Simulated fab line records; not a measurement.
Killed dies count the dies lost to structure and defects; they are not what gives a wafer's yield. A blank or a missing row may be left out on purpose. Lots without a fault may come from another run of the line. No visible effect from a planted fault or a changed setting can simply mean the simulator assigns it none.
Chamber matching || flow n5-finfet || N5_BEOL_M12_TRENCH_ETCH_34 on rie-diel-02: 4 sister chambers
The step etches SiOC in C4F8/O2/Ar, target depth 318.95 nm, time 125.5 s. 20 wafers are shown with their chamber, then 10 later ones without.

WAFERS PAIRED WITH THEIR CHAMBERS
{"wafer": "L077.2", "chamber": 1, "drypump-motor-current-A (A)": 5.9, "throttle-valve-pct (%)": 23.76, "oes-product-au (a.u.)": 0.87}
{"wafer": "L077.3", "chamber": 2, "drypump-motor-current-A (A)": 5.6, "throttle-valve-pct (%)": 23.99, "oes-product-au (a.u.)": 0.95}
{"wafer": "L077.4", "chamber": 3, "drypump-motor-current-A (A)": 6.6, "throttle-valve-pct (%)": 24.12, "oes-product-au (a.u.)": 0.67}
{"wafer": "L079.1", "chamber": 1, "drypump-motor-current-A (A)": 5.9, "throttle-valve-pct (%)": 23.75, "oes-product-au (a.u.)": 0.88}
{"wafer": "L079.4", "chamber": 2, "drypump-motor-current-A (A)": 5.6, "throttle-valve-pct (%)": 23.99, "oes-product-au (a.u.)": 0.94}
{"wafer": "L079.6", "chamber": 2, "drypump-motor-current-A (A)": 5.6, "throttle-valve-pct (%)": 24.00, "oes-product-au (a.u.)": 0.92}
{"wafer": "L082.2", "chamber": 3, "drypump-motor-current-A (A)": 6.5, "throttle-valve-pct (%)": 24.13, "oes-product-au (a.u.)": 0.66}
{"wafer": "L082.3", "chamber": 1, "drypump-motor-current-A (A)": 6.0, "throttle-valve-pct (%)": 23.78, "oes-product-au (a.u.)": 0.86}
{"wafer": "L082.6", "chamber": 0, "drypump-motor-current-A (A)": 6.1, "throttle-valve-pct (%)": 24.16, "oes-product-au (a.u.)": 0.65}
{"wafer": "L086.2", "chamber": 1, "drypump-motor-current-A (A)": 5.9, "throttle-valve-pct (%)": 23.80, "oes-product-au (a.u.)": 0.85}
{"wafer": "L086.4", "chamber": 0, "drypump-motor-current-A (A)": 6.1, "throttle-valve-pct (%)": 23.84, "oes-product-au (a.u.)": 0.95}
{"wafer": "L086.6", "chamber": 1, "drypump-motor-current-A (A)": 5.9, "throttle-valve-pct (%)": 23.79, "oes-product-au (a.u.)": 0.85}
{"wafer": "L088.1", "chamber": 0, "drypump-motor-current-A (A)": 6.1, "throttle-valve-pct (%)": 23.86, "oes-product-au (a.u.)": 0.94}
{"wafer": "L088.2", "chamber": 1, "drypump-motor-current-A (A)": 5.9, "throttle-valve-pct (%)": 23.80, "oes-product-au (a.u.)": 0.85}
{"wafer": "L088.3", "chamber": 2, "drypump-motor-current-A (A)": 5.6, "throttle-valve-pct (%)": 24.04, "oes-product-au (a.u.)": 0.89}
{"wafer": "L085.4", "chamber": 1, "drypump-motor-current-A (A)": 6.0, "throttle-valve-pct (%)": 23.79, "oes-product-au (a.u.)": 0.84}
{"wafer": "L085.5", "chamber": 2, "drypump-motor-current-A (A)": 5.6, "throttle-valve-pct (%)": 24.02, "oes-product-au (a.u.)": 0.87}
{"wafer": "L085.6", "chamber": 0, "drypump-motor-current-A (A)": 6.1, "throttle-valve-pct (%)": 23.85, "oes-product-au (a.u.)": 0.92}
{"wafer": "L091.3", "chamber": 1, "drypump-motor-current-A (A)": 5.9, "throttle-valve-pct (%)": 23.83, "oes-product-au (a.u.)": 0.83}
{"wafer": "L091.4", "chamber": 0, "drypump-motor-current-A (A)": 6.2, "throttle-valve-pct (%)": 23.86, "oes-product-au (a.u.)": 0.92}

SIGNATURES (means of the wafers above)
{"reading": "drypump-motor-current-A", "chamber 0": 6.120, "chamber 1": 5.925, "chamber 2": 5.600, "chamber 3": 6.550, "scatter within a chamber": 0.0418}
{"reading": "throttle-valve-pct", "chamber 0": 23.9140, "chamber 1": 23.7875, "chamber 2": 24.0080, "chamber 3": 24.1250, "scatter within a chamber": 0.0717}
{"reading": "oes-product-au", "chamber 0": 0.8760, "chamber 1": 0.8538, "chamber 2": 0.9140, "chamber 3": 0.6650, "scatter within a chamber": 0.0666}
Rule: for a wafer and a chamber, the distance is found by dividing, reading by reading, the gap between the wafer's reading and the chamber's mean by the reading's scatter, squaring, summing and taking the root. If the next closest chamber is less than 2 further off than the closest, the wafer can't be placed; otherwise it belongs to the closest. The scatter: take each reading less its chamber's mean, square it, sum over the shown wafers, divide by the number of wafers less the number of chambers, and take the root.

WAFERS WHOSE CHAMBER IS MISSING
{"wafer": "L091.6", "drypump-motor-current-A (A)": 6.6, "throttle-valve-pct (%)": 23.88, "oes-product-au (a.u.)": 0.96}
{"wafer": "L090.2", "drypump-motor-current-A (A)": 5.9, "throttle-valve-pct (%)": 23.80, "oes-product-au (a.u.)": 0.83}
{"wafer": "L090.3", "drypump-motor-current-A (A)": 6.1, "throttle-valve-pct (%)": 23.86, "oes-product-au (a.u.)": 0.90}
{"wafer": "L090.5", "drypump-motor-current-A (A)": 5.9, "throttle-valve-pct (%)": 23.81, "oes-product-au (a.u.)": 0.82}
{"wafer": "L092.2", "drypump-motor-current-A (A)": 6.1, "throttle-valve-pct (%)": 23.88, "oes-product-au (a.u.)": 0.91}
{"wafer": "L092.4", "drypump-motor-current-A (A)": 5.9, "throttle-valve-pct (%)": 23.80, "oes-product-au (a.u.)": 0.83}
{"wafer": "L092.6", "drypump-motor-current-A (A)": 5.6, "throttle-valve-pct (%)": 24.05, "oes-product-au (a.u.)": 0.85}
{"wafer": "L096.2", "drypump-motor-current-A (A)": 6.6, "throttle-valve-pct (%)": 23.88, "oes-product-au (a.u.)": 0.92}
{"wafer": "L096.3", "drypump-motor-current-A (A)": 5.9, "throttle-valve-pct (%)": 23.82, "oes-product-au (a.u.)": 0.80}
{"wafer": "L096.5", "drypump-motor-current-A (A)": 5.6, "throttle-valve-pct (%)": 24.04, "oes-product-au (a.u.)": 0.83}

EACH ONE'S CHAMBER
{"wafer": "L091.6", "from the rows above": 3, "in truth": 3}
{"wafer": "L090.2", "from the rows above": 1, "in truth": 1}
{"wafer": "L090.3", "from the rows above": 0, "in truth": 0}
{"wafer": "L090.5", "from the rows above": 1, "in truth": 1}
{"wafer": "L092.2", "from the rows above": 0, "in truth": 0}
{"wafer": "L092.4", "from the rows above": 1, "in truth": 1}
{"wafer": "L092.6", "from the rows above": 2, "in truth": 2}
{"wafer": "L096.2", "from the rows above": 3, "in truth": 3}
{"wafer": "L096.3", "from the rows above": 1, "in truth": 1}
{"wafer": "L096.5", "from the rows above": 2, "in truth": 2}
Placed correctly: 10 of 10. Not placeable from these rows: 0. Number placed wrongly: 0.
